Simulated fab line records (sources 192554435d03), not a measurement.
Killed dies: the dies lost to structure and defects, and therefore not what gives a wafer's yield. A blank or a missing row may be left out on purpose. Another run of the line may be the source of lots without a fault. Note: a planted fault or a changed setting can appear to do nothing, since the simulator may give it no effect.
Split-lot trial | flow n5-finfet | 21 wafers read from 7 lots, route of 1938 steps

## THE SPLIT ITSELF
At N5_PASSIVATION_PASS_ETCH_74 (etches SiNx in CF4/O2, target depth 220 nm, time 110 s), the setting source-w was moved away from the recipe's 535 W on 4 of the 21 wafers read, by -14.0% to +16.3%. The other wafers ran this setting at the recipe's value.

Reading taken at the split's own step.

## THE READING
rf-vpp-V, in V, at N5_PASSIVATION_PASS_ETCH_74 (etches SiNx in CF4/O2, target depth 220 nm, time 110 s). On this fab line, fault-free wafers typically give 240 V with a standard deviation of 4.3 V.

wafer  | tool, chamber at the split | source-w as run, W | against the recipe | rf-vpp-V, V | against lot-mates on the recipe
L078.1 | rie-diel-05, 2             | 535                | recipe             | 241         | -
L078.2 | rie-diel-05, 0             | 535                | recipe             | 242         | -
L078.4 | rie-diel-05, 3             | 535                | recipe             | 239         | -
L079.4 | rie-diel-06, 3             | 535                | recipe             | 238         | -
L079.5 | rie-diel-06, 3             | 460                | -14.0%             | 258         | +20
L079.6 | rie-diel-06, 2             | 460                | -14.0%             | 259         | +21
L080.2 | rie-diel-05, 1             | 535                | recipe             | 234         | -
L080.3 | rie-diel-05, 2             | 535                | recipe             | 240         | -
L080.5 | rie-diel-05, 1             | 535                | recipe             | 234         | -
L081.1 | rie-diel-06, 0             | 508.9              | -4.9%              | 244         | +4
L081.2 | rie-diel-06, 1             | 535                | recipe             | 242         | -
L081.3 | rie-diel-06, 2             | 535                | recipe             | 239         | -
L083.2 | rie-diel-01, 2             | 622.3              | +16.3%             | 229         | -14
L083.3 | rie-diel-01, 1             | 535                | recipe             | 243         | -
L083.4 | rie-diel-01, 3             | 535                | recipe             | 242         | -
L084.1 | rie-diel-06, 2             | 535                | recipe             | 239         | -
L084.2 | rie-diel-06, 1             | 535                | recipe             | 242         | -
L084.4 | rie-diel-06, 3             | 535                | recipe             | 237         | -
L095.2 | rie-diel-06, 1             | 535                | recipe             | 242         | -
L095.3 | rie-diel-06, 2             | 535                | recipe             | 238         | -
L095.5 | rie-diel-06, 1             | 535                | recipe             | 240         | -

FIT RESULTS
A straight line over all 21 wafers: rf-vpp-V changes by -1.05 V for each +1% of source-w; r = -0.89; the points scatter about the line by 3.2 V.
The same after taking each lot's own level away (the mean of its wafers on the recipe; 21 wafers): -1.18 V for each +1%; r = -0.94; scatter 2.5 V.
According to that fit, moving source-w by its largest amount changes the reading by 19 V.
From 236.0 to 242.5 V: that is the span of the lots' own levels, equal to 1.5 times the standard deviation above.
So the lot-to-lot level changes the slope: the two fits differ.
Check: -23.5 V against its lot-mates is what the line predicts for one of the wafers moved furthest among these (+16.3%) when that wafer is left out of the fit. It came out at -13.5 V against them.
Tool readings at the split's step, against how far the setting was moved: rf-vpp-V r = -0.89.

## FURTHER SPLITS ON THESE WAFERS
Other splits were also applied to these wafers ahead of the reading. Each is held against what the fit with the lots' levels taken away leaves over:
other split on the same wafers        | wafers away from the commonest value | r with rf-vpp-V (lot level and that fit taken away)
N5_BEOL_M14_DEVELOP_27 develop-time-s | 9                                    | -0.20
N5_BEOL_M15_COAT_22 spin-rpm          | 4                                    | -0.13
N5_MIM_TOP_SPUTTER_03 time-s          | 10                                   | -0.14
N5_MIM_TOP_LITHO_EXPOSE_05 dose-mj    | 7                                    | -0.06

## THE FILE'S OWN FIT
rf-vpp-V changes by -1.09 V for each +1% of source-w, r = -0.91.
